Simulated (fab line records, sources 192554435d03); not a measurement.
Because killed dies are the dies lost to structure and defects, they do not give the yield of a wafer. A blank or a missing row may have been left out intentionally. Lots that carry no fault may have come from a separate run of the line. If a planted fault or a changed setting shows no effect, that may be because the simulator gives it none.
Problem report, 8D (eight disciplines) form, completed by code -- flow n5Finfet -- the parts of the form that need people (team, actions taken, sign-off) are left out

== 1. PROBLEM STATEMENT ==
Mean of spinSpeedRpm at N5_BEOL_M10_COAT_59: 1314.3 rpm across 9 wafers in 3 lots; on wafers with no fault it is 1499.8 rpm (standard deviation 0.96). That is -99 or more standard deviations from the usual mean.
The step: time 60 s, resist thk 100 nm.
First seen on wafer L970.2, day 10 21:33, on lithoTrack-01. The record holds 15 wafers of 5 lots with a number at this step. The rule behind "out" and "out of limits": a value lying over 4 standard deviations away from the usual mean. The other wafers with a number count as sound.

== 2. WHAT IT IS AND WHAT IT IS NOT ==
question,is,is not
which readings at this step,spinSpeedRpm,-
which lots,"L970, L971, L973","L967, L972"
which wafers of those lots,all that have a number,-
read on which tools,lithoTrack-01,lithoTrack-02
when,from day 10 21:33,up to then (3 sound wafers); but 3 sound wafers of L972 came after

== 3. THE SUSPECTS, EACH WITH WHAT RULES IT OUT ==
Counting: any tool at a process step up to the reading is kept as a suspect provided that every lot that is out went through it and no sound lot did after the first of them.
- lithoTrack-01 at N5_BEOL_M10_COAT_59 (time 60 s, resist thk 100 nm): kept. It processed each lot that is out, first L970 at day 10 21:33, and no sound lot thereafter; up to then, the last sound lot it processed was L967 at day 10 06:12. Out on those wafers are its own readings of spinSpeedRpm.
Remaining after the count: lithoTrack-01 at N5_BEOL_M10_COAT_59.

== 4. THE CAUSE (what the simulator had put in) ==
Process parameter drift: lithoTrack-01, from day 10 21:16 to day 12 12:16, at N5_BEOL_M10_COAT_59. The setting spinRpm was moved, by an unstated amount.
The count eliminated every tool but this one.

== 5. THE EFFECT CHAIN, in route order ==
One row per reading whose mean, taken over the struck wafers that have a number, lies over 3 standard deviations from the usual. Only readings whose record carries a usual standard deviation are examined. hours: median over the lots of the time between each lot's start at the first step of this table that gives one and its start at this step. sigmas: the change, counted in usual standard deviations.
hours,step,reading,usual,on struck wafers,change,sigmas
0,N5_BEOL_M10_COAT_59,spinSpeedRpm,1499.8 rpm,1314.3,-185.5,-99 or more
Its process steps:
- N5_BEOL_M10_COAT_59: time 60 s, resist thk 100 nm.

== 6. HOW IT WOULD HAVE BEEN CAUGHT EARLIER ==
The fault began at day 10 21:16; the first out-of-limits reading in this record came at day 10 21:33, 0 hours later.
